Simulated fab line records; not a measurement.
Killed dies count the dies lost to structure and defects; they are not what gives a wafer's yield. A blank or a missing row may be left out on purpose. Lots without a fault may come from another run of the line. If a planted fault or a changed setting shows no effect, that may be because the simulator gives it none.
fab line records    flow n5Finfet
record: lots: 6  wafers: 18  lastDay: 15
route steps=1938 shown SD_EPI_P@302 PASSIVATION@1936
lots that met no fault: taken from a fault-free run of the same line
startH: hours from the record's opening day to when the first of the lot's shown wafers began    waitH: hours elapsed since this lot's preceding step    " same as the row above    L1.1+2: a row that stands for several wafers    - no value, or no start was given    * or withheld: withheld    < > ~ a bound
route shown NAME@n: names a module that has steps shown in the file, with the first one's number in the route    usual: mean/standard deviation of fault-free wafers    same: alike in all rows    chamber/n: place in a boat    sites: readings site by site    _std_site: the values' standard deviation    _edge_site: inner sites' mean taken away from outer sites' mean    radiusMm: how far each site lies from the wafer's centre    mask NAME#n: copy n    behind: tool/chamber where the wafer was last shaped    hold: why the lot was held/for how many hours/how that ended    device: whichever transistor did not switch (one of n, p or np)    end of line: tests run on the same wafers once the route is complete    a step with no rows: only its recipe    killed: the dies lost at the first sort to structure and to defects; this is not the yield of the wafer    map: per-die view of a wafer (x killed, . not killed, _ where there is no die)
set.NAME: the setting that was run; set.NAME@STEP: the one run at that earlier step    model.NAME: the simulator's own value behind a step, which no gauge read
lots at some steps of the route; a table a step, a row a wafer
services: the hour from which a tool's chamber was out of use, counted from the record's first day as startH (under 0 if before that day), plus the number of hours and why
== steps ==
step: N5_SD_EPI_P_DEVELOP_08
recipe: developTimeS: 30  developer: TMAH  resist: CAR-ArF-block  devTempC: 23  rinseLiquid: diw  dry: airSpin
step: N5_SD_EPI_P_CD_MEAS_09
recipe: targetCdNm: 240  landingEnergyEv: 500  detector: seInlens
usual: cdNm: 239.8/0.98
lot.wafer  tool      chamber  startH  waitH  cdNm
L898.1     cdSem-02  0        60.48   -      240.6
L898.2     "         0        "       "      240.6
L898.3     "         0        "       "      242.4
L904.2     cdSem-02  0        97.31   -      241.1
L904.4     "         0        "       "      239.9
L904.5     "         0        "       "      240.5
L908.1     cdSem-02  0        120.88  -      239.3
L908.3     "         0        "       "      239.8
L908.6     "         0        "       "      239.4
L909.1     cdSem-01  0        125.01  -      239.9
L909.4     "         0        "       "      239.3
L909.5     "         0        "       "      240.7
L911.2     cdSem-02  0        136.81  -      239.0
L911.3     "         0        "       "      238.9
L911.6     "         0        "       "      241.0
L913.2     cdSem-03  0        151.43  -      240.6
L913.4     "         0        "       "      238.7
L913.6     "         0        "       "      238.5
step: N5_SD_EPI_P_OVL_MEAS_10
recipe: pointsPerWafer: 44
usual: SD_P_BLK_OVL: -0.3/0.7
lot.wafer  tool        chamber  startH  waitH  SD_P_BLK_OVL[nm]
L898.1     overlay-01  0        60.51   0.0    0.1
L898.2     "           0        "       "      -1.4
L898.3     "           0        "       "      -0.2
L904.2     overlay-02  0        97.34   0.0    1.3
L904.4     "           0        "       "      0.0
L904.5     "           0        "       "      0.5
L908.1     overlay-01  0        120.91  0.0    -0.2
L908.3     "           0        "       "      -0.6
L908.6     "           0        "       "      0.1
L909.1     overlay-01  0        125.04  0.0    0.7
L909.4     "           0        "       "      0.2
L909.5     "           0        "       "      0.1
L911.2     overlay-02  0        136.84  0.0    -0.7
L911.3     "           0        "       "      -1.5
L911.6     "           0        "       "      -0.8
L913.2     overlay-02  0        151.46  0.0    -0.1
L913.4     "           0        "       "      -0.2
L913.6     "           0        "       "      1.0
step: N5_SD_EPI_P_INSPECT_11
recipe: mode: adi  inspectInstrument: macro
usual: rawDefectCount: 2.0/1.5
lot.wafer  tool              chamber  startH  waitH  rawDefectCount
L898.1     defectInspect-02  -        60.54   0.0    3
L898.2     "                 -        "       "      1
L898.3     "                 -        "       "      1
L904.2     defectInspect-02  -        97.36   0.0    2
L904.4     "                 -        "       "      4
L904.5     "                 -        "       "      1
L908.1     defectInspect-01  -        120.94  0.0    2
L908.3     "                 -        "       "      1
L908.6     "                 -        "       "      3
L909.1     defectInspect-01  -        125.07  0.0    2
L909.4     "                 -        "       "      3
L909.5     "                 -        "       "      2
L911.2     defectInspect-02  -        136.86  0.0    1
L911.3     "                 -        "       "      1
L911.6     "                 -        "       "      3
L913.2     defectInspect-01  -        151.48  0.0    3
L913.4     "                 -        "       "      1
L913.6     "                 -        "       "      3
step: N5_SD_EPI_P_DESCUM_14
recipe: chemistry: O2  timeS: 7.9  sourcePowerW: 50  biasPowerW: 20  pressureMtorr: 20  rfFrequencyHz: 2.712e+07  tempC: 40  resist: CAR-ArF-block  o2FlowSccm: 225
usual: drypumpMotorCurrentA: 5.6/0.52  oesProductAu: 0.78/0.09  rfVppV: 242.7/1.5  showerheadPlenumPTorr: 2.07/0.085  throttleValvePct: 20.51/0.23
lot.wafer  tool        chamber  startH  waitH  drypumpMotorCurrentA  oesProductAu  rfHoursCounterH  rfVppV  showerheadPlenumPTorr  throttleValvePct
L898.1     rieDiel-02  1        60.57   0.0    5.5                   0.74          194              243.3   2.09                   20.89
L898.2     "           2        "       "      5.7                   0.90          38               242.2   2.04                   20.37
L898.3     "           0        "       "      5.7                   0.77          104              240.5   1.95                   20.69
L904.2     rieDiel-03  3        97.43   0.1    6.4                   0.71          210              240.8   1.99                   20.54
L904.4     "           0        "       "      6.0                   0.69          190              245.8   2.19                   20.39
L904.5     "           3        "       "      6.5                   0.71          -                242.3   1.99                   20.55
L908.1     rieDiel-06  3        120.97  0.0    4.7                   0.87          74               243.8   2.11                   20.41
L908.3     "           2        "       "      4.8                   0.71          208              242.8   2.07                   20.73
L908.6     "           3        "       "      4.7                   0.86          -                244.5   2.11                   20.43
L909.1     rieDiel-02  3        125.22  0.1    6.0                   0.67          240              242.8   2.14                   20.45
L909.4     "           2        "       "      5.7                   0.87          57               242.7   2.03                   20.39
L909.5     "           1        "       "      5.5                   0.72          -                242.6   2.08                   20.92
L911.2     rieDiel-03  0        136.90  0.0    5.9                   0.69          199              244.7   2.18                   20.41
L911.3     "           2        "       "      5.3                   0.90          30               241.8   2.06                   20.53
L911.6     "           0        "       "      5.9                   0.69          -                244.6   2.18                   20.40
L913.2     rieDiel-03  1        151.54  0.1    5.0                   0.92          17               244.3   2.23                   20.10
L913.4     "           0        "       "      5.9                   0.68          203              244.8   2.18                   20.43
L913.6     "           2        "       "      5.2                   0.89          -                242.1   2.06                   20.55
step: N5_SD_EPI_P_ETCH_36
recipe: chemistry: CF4  target: SiARC  targetDepthA: 455  maskMaterial: CAR-ArF-block  timeS: 75.8  ionEnergyEv: 80  pressureMtorr: 40  sourceW: 545  biasW: 36  Ar_flow_sccm: 100  cf4FlowSccm: 100  ends: cleared
usual: drypumpMotorCurrentA: 5.6/0.52  etchRfOnTimeS: 77.3/2.6  oesProductAu: 0.66/0.076  rfVppV: 183.9/1.4  showerheadPlenumPTorr: 2.12/0.086  throttleValvePct: 15.69/0.23
lot.wafer  tool        chamber  startH  waitH  drypumpMotorCurrentA  etchRfOnTimeS  oesProductAu  rfHoursCounterH  rfVppV  showerheadPlenumPTorr  throttleValvePct
L898.1     rieDiel-02  1        60.61   0.0    5.4                   76.8           0.61          194              184.1   2.13                   15.99
L898.2     "           2        "       "      5.6                   75.9           0.76          38               183.9   2.09                   15.44
L898.3     "           0        "       "      5.7                   78.7           0.65          104              182.3   2.01                   15.86
L904.2     rieDiel-03  3        97.46   0.0    6.4                   78.2           0.60          210              182.0   2.04                   15.70
L904.4     "           0        "       "      5.9                   77.1           0.60          190              185.2   2.23                   15.64
L904.5     "           3        "       "      6.4                   78.4           0.60          -                183.6   2.04                   15.69
L908.1     rieDiel-06  3        121.00  0.0    4.8                   73.5           0.73          74               184.6   2.15                   15.56
L908.3     "           2        "       "      4.7                   80.0           0.59          208              183.8   2.13                   15.93
L908.6     "           3        "       "      4.7                   73.4           0.73          -                184.7   2.15                   15.56
L909.1     rieDiel-02  3        125.25  0.0    6.0                   82.3           0.57          240              185.8   2.21                   15.75
L909.4     "           2        "       "      5.7                   75.0           0.75          57               183.2   2.08                   15.49
L909.5     "           1        "       "      5.4                   76.5           0.60          -                184.3   2.12                   16.05
L911.2     rieDiel-03  0        136.93  0.0    5.9                   77.3           0.60          199              186.6   2.22                   15.67
L911.3     "           2        "       "      5.3                   77.4           0.75          30               183.1   2.08                   15.54
L911.6     "           0        "       "      6.0                   77.5           0.59          -                186.0   2.22                   15.68
L913.2     rieDiel-03  1        151.58  0.0    5.0                   76.2           0.77          17               186.0   2.27                   15.27
L913.4     "           0        "       "      5.9                   77.7           0.59          203              185.9   2.22                   15.68
L913.6     "           2        "       "      5.3                   78.5           0.73          -                184.5   2.08                   15.55
step: N5_SD_EPI_P_ETCH_37
recipe: chemistry: N2/H2  target: SOC  overetchA: 1080  maskMaterial: SiARC  tempC: 40  ionEnergyEv: 100  sourceW: 3000  biasW: 133  pressureMtorr: 20  timeS: 486  n2FlowSccm: 200  h2FlowSccm: 200  ends: endPoint
usual: drypumpMotorCurrentA: 5.6/0.52  h2FlowSccm: 200.1/0.64  oesProductAu: 0.70/0.073  rfVppV: 240.3/1.6  showerheadPlenumPTorr: 2.51/0.1  throttleValvePct: 23.8/0.33
lot.wafer  tool        chamber  startH  waitH  drypumpMotorCurrentA  h2FlowSccm  oesProductAu  rfHoursCounterH  rfVppV  showerheadPlenumPTorr  throttleValvePct
L898.1     rieDiel-02  1        60.66   0.0    5.5                   201.2       0.64          194              239.9   2.50                   24.1
L898.2     "           2        "       "      5.7                   199.6       0.80          39               240.1   2.46                   23.8
L898.3     "           0        "       "      5.7                   199.6       0.70          104              237.4   2.37                   24.4
L904.2     rieDiel-03  3        97.52   0.0    6.5                   200.4       0.64          210              240.8   2.41                   23.6
L904.4     "           0        "       "      5.9                   199.9       0.63          190              242.0   2.64                   23.5
L904.5     "           3        "       "      6.5                   199.7       0.64          -                237.9   2.41                   23.6
L908.1     rieDiel-06  3        121.06  0.0    4.8                   200.3       0.75          74               239.8   2.56                   23.6
L908.3     "           2        "       "      4.7                   199.2       0.64          208              239.9   2.51                   24.2
L908.6     "           3        "       "      4.8                   199.7       0.76          -                240.6   2.56                   23.6
L909.1     rieDiel-02  3        125.31  0.0    6.0                   200.0       0.62          240              243.9   2.62                   23.9
L909.4     "           2        "       "      5.6                   199.6       0.78          57               240.5   2.45                   23.8
L909.5     "           1        "       "      5.5                   198.3       0.64          -                239.0   2.50                   24.1
L911.2     rieDiel-03  0        136.99  0.0    5.9                   201.9       0.63          199              243.5   2.63                   23.5
L911.3     "           2        "       "      5.3                   200.4       0.79          30               239.5   2.48                   23.6
L911.6     "           0        "       "      5.9                   200.1       0.63          -                240.5   2.63                   23.5
L913.2     rieDiel-03  1        151.64  0.0    5.0                   200.5       0.82          18               242.3   2.71                   23.7
L913.4     "           0        "       "      6.0                   200.2       0.63          203              242.3   2.63                   23.5
L913.6     "           2        "       "      5.3                   200.8       0.78          -                239.5   2.48                   23.6
step: N5_SD_EPI_P_STRIP_38
recipe: chemistry: N2/H2  tempC: 40  n2FlowSccm: 200  h2FlowSccm: 200  rfFrequencyHz: 6e+07
step: N5_SD_EPI_P_ETCHBACK_46
recipe: chemistry: CH3F/O2  mode: anisotropicEtchback  target: SiNx  targetDepthA: 175  stopOn: SiO2  overEtchFrac: 0.3  ionEnergyEv: 120  pressureMtorr: 30  sourceW: 395  biasW: 73  Ar_flow_sccm: 150  CH3F_flow_sccm: 30  O2_flow_sccm: 20
usual: drypumpMotorCurrentA: 5.6/0.52  oes_f_703_au: 0.77/0.087  oesProductAu: 0.67/0.07  rfVppV: 292/6.1  showerheadPlenumPTorr: 1.98/0.088  throttleValvePct: 16.43/0.23
lot.wafer  tool        chamber  startH  waitH  drypumpMotorCurrentA  oes_f_703_au  oesProductAu  rfHoursCounterH  rfVppV  showerheadPlenumPTorr  throttleValvePct
L898.1     rieDiel-02  1        60.99   0.0    5.5                   0.71          0.62          194              285     1.99                   16.79
L898.2     "           2        "       "      5.6                   0.89          0.76          39               288     1.95                   16.22
L898.3     "           0        "       "      5.7                   0.76          0.67          105              298     1.86                   16.56
L904.2     rieDiel-03  3        97.85   0.0    6.5                   0.71          0.62          210              286     1.88                   16.33
L904.4     "           0        "       "      5.9                   0.71          0.60          190              290     2.08                   16.35
L904.5     "           3        "       "      6.4                   0.71          0.62          -                286     1.88                   16.34
L908.1     rieDiel-06  3        121.39  0.0    4.8                   0.86          0.72          74               294     2.00                   16.27
L908.3     "           2        "       "      4.7                   0.68          0.61          208              289     1.99                   16.67
L908.6     "           3        "       "      4.8                   0.85          0.72          -                293     2.00                   16.27
L909.1     rieDiel-02  3        125.63  0.0    6.0                   0.64          0.60          240              302     2.08                   16.61
L909.4     "           2        "       "      5.6                   0.86          0.73          58               287     1.94                   16.25
L909.5     "           1        "       "      5.5                   0.69          0.61          -                284     1.99                   16.83
L911.2     rieDiel-03  0        137.31  0.0    5.9                   0.70          0.60          199              291     2.08                   16.35
L911.3     "           2        "       "      5.3                   0.85          0.75          30               296     1.96                   16.38
L911.6     "           0        "       "      5.9                   0.71          0.60          -                289     2.08                   16.35
L913.2     rieDiel-03  1        151.96  0.0    5.0                   0.90          0.78          18               289     2.13                   16.01
L913.4     "           0        "       "      6.0                   0.70          0.60          203              291     2.08                   16.36
L913.6     "           2        "       "      5.3                   0.84          0.74          -                296     1.95                   16.38
step: N5_SD_EPI_P_ETCH_47
recipe: chemistry: CH3F/O2  target: SiOCN  targetDepthA: 250  maskMaterial: SOC  ionEnergyEv: 60  biasW: 29  pressureMtorr: 30  sourceW: 410  Ar_flow_sccm: 150  CH3F_flow_sccm: 30  O2_flow_sccm: 20
usual: drypumpMotorCurrentA: 5.6/0.52  oes_f_703_au: 0.77/0.087  oesProductAu: 0.78/0.089  rfVppV: 125.2/2.7  showerheadPlenumPTorr: 1.98/0.088  throttleValvePct: 16.41/0.22
lot.wafer  tool        chamber  startH  waitH  drypumpMotorCurrentA  oes_f_703_au  oesProductAu  rfHoursCounterH  rfVppV  showerheadPlenumPTorr  throttleValvePct
L898.1     rieDiel-02  1        61.09   0.1    5.5                   0.70          0.72          194              122.5   1.99                   16.75
L898.2     "           2        "       "      5.6                   0.88          0.90          39               123.5   1.95                   16.19
L898.3     "           0        "       "      5.7                   0.76          0.78          105              128.3   1.86                   16.53
L904.2     rieDiel-03  3        97.95   0.1    6.5                   0.71          0.69          210              120.7   1.88                   16.30
L904.4     "           0        "       "      5.9                   0.71          0.69          190              123.5   2.08                   16.30
L904.5     "           3        "       "      6.5                   0.71          0.69          -                122.7   1.88                   16.31
L908.1     rieDiel-06  3        121.49  0.1    4.7                   0.86          0.86          74               124.9   2.00                   16.25
L908.3     "           2        "       "      4.7                   0.69          0.70          208              123.1   1.99                   16.65
L908.6     "           3        "       "      4.8                   0.85          0.85          -                125.4   2.00                   16.23
L909.1     rieDiel-02  3        125.73  0.1    6.0                   0.64          0.67          240              129.0   2.08                   16.62
L909.4     "           2        "       "      5.6                   0.85          0.86          58               123.3   1.94                   16.23
L909.5     "           1        "       "      5.5                   0.69          0.70          -                122.1   1.98                   16.80
L911.2     rieDiel-03  0        137.41  0.1    5.9                   0.71          0.68          199              123.2   2.08                   16.33
L911.3     "           2        "       "      5.3                   0.85          0.89          30               125.8   1.96                   16.34
L911.6     "           0        "       "      5.9                   0.71          0.69          -                123.6   2.08                   16.32
L913.2     rieDiel-03  1        152.06  0.1    5.0                   0.90          0.92          18               123.7   2.13                   15.98
L913.4     "           0        "       "      6.0                   0.70          0.69          203              123.7   2.08                   16.32
L913.6     "           2        "       "      5.2                   0.85          0.87          -                128.8   1.95                   16.36
step: N5_SD_EPI_P_ETCH_16
recipe: chemistry: CHF3/O2  target: SiO2  targetDepthA: 50  maskMaterial: SOC  pressureMtorr: 30  sourceW: 650  biasW: 170  Ar_flow_sccm: 200  CHF3_flow_sccm: 50  O2_flow_sccm: 5  ionEnergyEv: 200
step: N5_SD_EPI_P_STRIP_50
recipe: chemistry: CHF3/O2  resist: SiARC  rfFrequencyHz: 6e+07
step: N5_SD_EPI_P_SD_RECESS_17
recipe: chemistry: HBr/Cl2/O2  targetDepthA: 391  btTimeS: 3  pressureMtorr: 10  icpW: 800  biasW: 112  HBr_flow_sccm: 150  Cl2_flow_sccm: 80  O2_flow_sccm: 12
usual: drypumpMotorCurrentA: 5.8/0.43  mfcCl2Sccm: 79.98/0.24  oesProductAu: 0.996/0.02  throttleValvePct: 37.2/0.47
lot.wafer  tool      chamber  startH  waitH  drypumpMotorCurrentA  mfcCl2Sccm  oesProductAu  rfHoursCounterH  throttleValvePct  model.etch.depthNm  model.SD_EPI_P.featureDepthNm
L898.1     rieSi-03  0        61.26   0.0    6.0                   80.35       1.027         184              37.2              39.24               39.2
L898.2     "         3        "       "      5.6                   79.94       0.994         199              37.4              39.53               39.6
L898.3     "         1        "       "      5.6                   80.09       0.978         121              36.7              38.36               38.4
L904.2     rieSi-03  0        98.12   0.0    6.0                   80.48       1.018         185              37.2              29.46               29.4
L904.4     "         2        "       "      5.2                   79.80       0.997         -                36.6              28.49               28.4
L904.5     "         1        "       "      5.6                   79.74       0.982         -                36.7              29.16               29.2
L908.1     rieSi-03  2        121.66  0.0    5.2                   79.87       1.007         166              36.6              28.66               28.6
L908.3     "         1        "       "      5.6                   79.94       0.971         122              36.7              28.71               28.8
L908.6     "         2        "       "      5.2                   80.05       1.007         -                36.6              28.74               28.8
L909.1     rieSi-02  2        125.90  0.0    6.4                   79.83       0.978         35               37.7              37.69               37.6
L909.4     "         0        "       "      6.1                   79.86       1.027         193              37.5              38.56               38.6
L909.5     "         2        "       "      6.4                   79.45       0.984         -                37.7              37.49               37.4
L911.2     rieSi-02  2        137.58  0.0    6.4                   79.90       0.973         36               37.7              36.92               37
L911.3     "         1        "       "      5.2                   79.91       0.972         86               37.2              38.57               38.6
L911.6     "         0        "       "      6.2                   79.71       1.014         -                37.5              38.29               38.2
L913.2     rieSi-06  2        152.23  0.0    5.6                   80.06       1.004         63               37.2              41.14               41.2
L913.4     "         3        "       "      4.9                   79.92       1.028         86               37.6              39.2                39.2
L913.6     "         3        "       "      4.9                   79.56       1.033         -                37.5              39.4                39.4
step: N5_SD_EPI_P_WET_ETCH_45
recipe: chemistry: dHF  dilution: withheld  timeS: 10.7  target: SiO2  targetDepthA: 20  tempC: 25  dry: ipaMarangoni  rinseTimeS: 30  rinseTempC: 23
step: N5_PASSIVATION_PROBE_49
usual: killed_at_M0_to_M3: 32/9.3  killed_at_M4_up: 14/4.9  killedAtContacts: 15/7.5  killedAtFrontEnd: 40/11  killedAtOther: 4/3.3  killedDies: 104/17  killedOnRim: 13/4.2  killedOpen: 68/14  killedShort: 33/7.9
same: grossDies: 1180  killedAtBackSide: 0
lot.wafer  tool       chamber  startH  waitH  killed_at_M0_to_M3  killed_at_M4_up  killedAtContacts  killedAtFrontEnd  killedAtOther  killedDies  killedOnRim  killedOpen  killedShort
L909.1     prober-01  -        324.06  0.0    32                  23               7                 45                3              110         14           73          28
L909.4     prober-01  -        324.21  0.2    22                  23               14                53                2              114         16           73          40
L909.5     prober-01  -        324.26  0.2    36                  9                12                61                0              118         15           78          39
L908.1     prober-02  -        324.86  0.0    29                  8                10                41                2              90          18           51          38
L908.3     prober-02  -        324.96  0.1    35                  22               11                48                2              118         15           75          41
L908.6     prober-02  -        325.11  0.3    38                  10               5                 35                0              88          16           49          38
L911.2     prober-01  -        356.37  0.1    52                  13               15                48                2              130         10           97          32
L911.3     prober-01  -        356.42  0.1    28                  12               6                 46                2              94          15           57          36
L911.6     prober-01  -        356.57  0.3    58                  17               7                 34                5              121         13           75          43
killed by level:class
L909.1 BEOL_M4:geometricParticle:open=14 STI_FIN_REVEAL:geometricParticle:open=9 BEOL_M3:geometricParticle:open=8 FIN_SAQP:geometricParticle:short=7 MOL_CONTACT_COAG:geometricParticle:open=7 FIN_SAQP:geometricParticle:open=6 BEOL_M0_SAQP:geometricParticle:short=6 GATE_CUT:geometricParticle:short=5
L909.4 FIN_SAQP:geometricParticle:short=18 FIN_SAQP:geometricParticle:open=12 MOL_CONTACT_COAG:geometricParticle:open=12 BEOL_M4:geometricParticle:open=11 BEOL_M3:geometricParticle:open=8 BEOL_M4:geometricParticle:short=5 BEOL_M2:geometricParticle:open=4 STI_FIN_REVEAL:geometricParticle:short=3
L909.5 FIN_SAQP:geometricParticle:open=12 MOL_CONTACT_COAG:geometricParticle:open=9 BEOL_M0_SAQP:geometricParticle:open=9 FIN_SAQP:geometricParticle:short=7 BEOL_M0:geometricParticle:open=7 SPACER0:geometricParticle:open=6 STI_FIN_REVEAL:geometricParticle:open=6 SPACER0:geometricParticle:short=6
L908.1 FIN_SAQP:geometricParticle:short=12 BEOL_M3:geometricParticle:open=9 FIN_SAQP:geometricParticle:open=6 MOL_CONTACT_COAG:geometricParticle:open=6 STI_FIN_REVEAL:geometricParticle:open=6 BEOL_M0_SAQP:geometricParticle:open=5 BEOL_M0_SAQP:geometricParticle:short=5 DUMMY_GATE:geometricParticle:short=4
L908.3 FIN_SAQP:geometricParticle:short=12 BEOL_M4:geometricParticle:open=12 FIN_SAQP:geometricParticle:open=11 BEOL_M3:geometricParticle:open=9 BEOL_M0_SAQP:geometricParticle:short=9 MOL_CONTACT_COAG:geometricParticle:open=9 BEOL_M2:geometricParticle:open=5 STI_FIN_REVEAL:geometricParticle:open=5
L908.6 FIN_SAQP:geometricParticle:short=16 BEOL_M0_SAQP:geometricParticle:open=15 FIN_SAQP:geometricParticle:open=9 BEOL_M0_SAQP:geometricParticle:short=9 BEOL_M2:geometricParticle:open=9 MOL_CONTACT_COAG:geometricParticle:short=3 BEOL_M4:geometricParticle:short=3 DUMMY_GATE:geometricParticle:open=2
L911.2 BEOL_M1:geometricParticle:open=15 STI_FIN_REVEAL:geometricParticle:open=13 MOL_CONTACT_COAG:geometricParticle:open=12 BEOL_M0_SAQP:geometricParticle:short=11 BEOL_M4:geometricParticle:open=10 BEOL_M0_SAQP:geometricParticle:open=8 BEOL_M3:geometricParticle:open=6 DUMMY_GATE:geometricParticle:open=6
L911.3 STI_FIN_REVEAL:geometricParticle:open=17 BEOL_M1:geometricParticle:open=7 BEOL_M0_SAQP:geometricParticle:short=6 FIN_SAQP:geometricParticle:open=5 STI_FIN_REVEAL:geometricParticle:short=5 MOL_CONTACT_COAG:geometricParticle:open=5 BEOL_M0_SAQP:geometricParticle:open=5 ILD0:geometricParticle:short=4
L911.6 BEOL_M0_SAQP:geometricParticle:short=15 BEOL_M1:geometricParticle:open=11 BEOL_M0_SAQP:geometricParticle:open=10 BEOL_M4:geometricParticle:open=10 BEOL_M3:geometricParticle:open=8 FIN_SAQP:geometricParticle:short=7 STI_FIN_REVEAL:geometricParticle:open=7 FIN_SAQP:geometricParticle:open=5
== services ==
tool        chamber  startH  hours  kind
rieSi-02    0        44.16   3.5    repair
rieDiel-03  -        48.55   2.8    pm
rieDiel-03  -        51.49   0.5    repair
rieDiel-03  1        68.41   -      clean
rieDiel-03  1        68.41   -      consumableReplace:focusRing
rieDiel-03  1        68.41   -      consumableReplace:showerhead
rieDiel-03  1        68.41   23.2   scheduledDown
rieDiel-03  1        68.41   23.2   ventCycle
rieDiel-06  1        70.09   4.3    repair
rieSi-03    3        78.49   -      clean
rieSi-03    3        78.49   20.6   scheduledDown
rieSi-03    3        78.49   20.6   ventCycle
rieDiel-06  -        98.98   0.4    repair
rieDiel-03  0        115.96  8.9    repair
rieSi-03    -        126.25  0.8    repair
== key ==
firstSign none at tools or gauges
modelEffect: step: N5_SD_EPI_P_SD_RECESS_17  value: etch.depthNm  without: 38.07  struck: 28.87
metAt N5_SD_EPI_P_SD_RECESS_17
struckWafers L904.2,L904.4,L904.5,L908.1,L908.3,L908.6
testerLeftOut L904,L908
baselineLoss: step: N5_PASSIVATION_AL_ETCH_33  wafers: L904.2
baselineLoss: step: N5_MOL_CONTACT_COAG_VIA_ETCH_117  wafers: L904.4
onsetBetween 61.26 98.12
fault: kind: processParameterDrift  tool: rieSi-03  chamber: -  onsetH: 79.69  steps: N5_SD_EPI_P_SD_RECESS_17  channel: targetDepthA  offset: -94.438  shape: step  endH: 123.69  actsIn: theseRecipesOnly  stated: 391
testerLeftOut: of these lots the tester's yield and bins aren't shown, on N5 and GAA mostly nor the transistor test; their killed dies are dies lost to structure and defects alone, not to doping, threshold or leakage, so they don't give the yield
baselineLoss: these wafers lose ten dies or more at that step, a loss of the line's own and not of a fault; the sort's usual values leave them out
